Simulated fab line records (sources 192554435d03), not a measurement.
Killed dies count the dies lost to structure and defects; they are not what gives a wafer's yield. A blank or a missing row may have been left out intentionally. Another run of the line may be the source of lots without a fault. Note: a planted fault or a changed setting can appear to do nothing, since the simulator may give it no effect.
Lot-split experiment | flow n5 finfet | on a route of 1938 steps: 7 lots, 21 wafers read

THE SPLIT ITSELF
At N5_ZERO_LAYER_EXPOSE_08 (exposes mask ZERO, defocus 0 nm, target cd 2000 nm), the setting dose mj was moved away from the recipe's 16.2 on 10 of the 21 wafers read, by -5.9% to +2.4%. The other wafers ran this setting at the recipe's value.

FROM THE SPLIT TO THE READING: what the file shows between them, 2 steps
- N5_ZERO_LAYER_DEVELOP_10: develop time 60 s (also split here: develop time s)
- N5_ZERO_LAYER_HARDBAKE_23: time 120 s

THE READING
cd nm (nm) at N5_ZERO_LAYER_CD_MEAS_11, where the cd target is 2000 nm. Fault-free wafers of this fab line usually give 2000.6 nm, standard deviation 2.3 nm.

wafer  | tool, chamber at the split | dose mj as run | against the recipe | cd nm, nm | against lot-mates on the recipe
L081.1 | krf scanner-01, 0          | 16.2           | recipe             | 1997.7    | -
L081.4 | krf scanner-01, 0          | 15.8           | -2.5%              | 1998.9    | +1.2
L081.5 | krf scanner-01, 0          | 15.8           | -2.5%              | 1994.7    | -3.0
L083.1 | krf scanner-02, 0          | 16.2           | recipe             | 2001.3    | -
L083.4 | krf scanner-02, 0          | 16.2           | recipe             | 2001.3    | -
L083.5 | krf scanner-02, 0          | 16.2           | recipe             | 1998.5    | -
L084.1 | krf scanner-02, 0          | 16.59          | +2.4%              | 2005.7    | +10.5
L084.3 | krf scanner-02, 0          | 16.2           | recipe             | 1997.3    | -
L084.6 | krf scanner-02, 0          | 16.2           | recipe             | 1993.2    | -
L085.4 | krf scanner-02, 0          | 16.56          | +2.2%              | 2008.2    | +9.6
L085.5 | krf scanner-02, 0          | 16.56          | +2.2%              | 2004.0    | +5.4
L085.6 | krf scanner-02, 0          | 16.2           | recipe             | 1998.6    | -
L086.2 | krf scanner-01, 0          | 15.67          | -3.3%              | 1990.6    | -8.6
L086.4 | krf scanner-01, 0          | 16.2           | recipe             | 1998.9    | -
L086.6 | krf scanner-01, 0          | 16.2           | recipe             | 1999.5    | -
L088.3 | krf scanner-01, 0          | 15.24          | -5.9%              | 1991.5    | -12.4
L088.4 | krf scanner-01, 0          | 15.24          | -5.9%              | 1984.6    | -19.3
L088.5 | krf scanner-01, 0          | 16.2           | recipe             | 2003.9    | -
L095.3 | krf scanner-02, 0          | 16.54          | +2.1%              | 2007.1    | +2.9
L095.4 | krf scanner-02, 0          | 16.2           | recipe             | 2004.2    | -
L095.6 | krf scanner-02, 0          | 16.54          | +2.1%              | 2009.3    | +5.1

THE FIT
A straight line over all 21 wafers: cd nm changes by +2.27 nm for each +1% of dose mj; r = +0.87; the points scatter about the line by 3.1 nm.
The same after taking each lot's own level away (the mean of its wafers on the recipe; 21 wafers): +2.57 nm for each +1%; r = +0.92; scatter 2.7 nm.
Per that fit: largest dose mj move, reading shift of 15 nm.
Across the lots, their own levels run from 1995.25 to 2004.20 nm, a range of 3.9 times the standard deviation given above.
Thus the slope moves with the lot-to-lot level: the two fits are different.
Check: -15.5 nm against its lot-mates is what the line predicts for one of the wafers moved furthest among these (-5.9%) when that wafer is left out of the fit. It came out at -12.4 nm against them.

OTHER SPLITS APPLIED TO THESE WAFERS
Before the reading, these wafers also passed through other splits. Each is held against what the fit with the lots' levels taken away leaves over:
other split on the same wafers          | wafers away from the commonest value | r with cd nm (lot level and that fit taken away)
N5_ZERO_LAYER_DEVELOP_10 develop time s | 7                                    | +0.41

FILE'S OWN FIT
cd nm changes by +2.61 nm for each +1% of dose mj, r = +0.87.
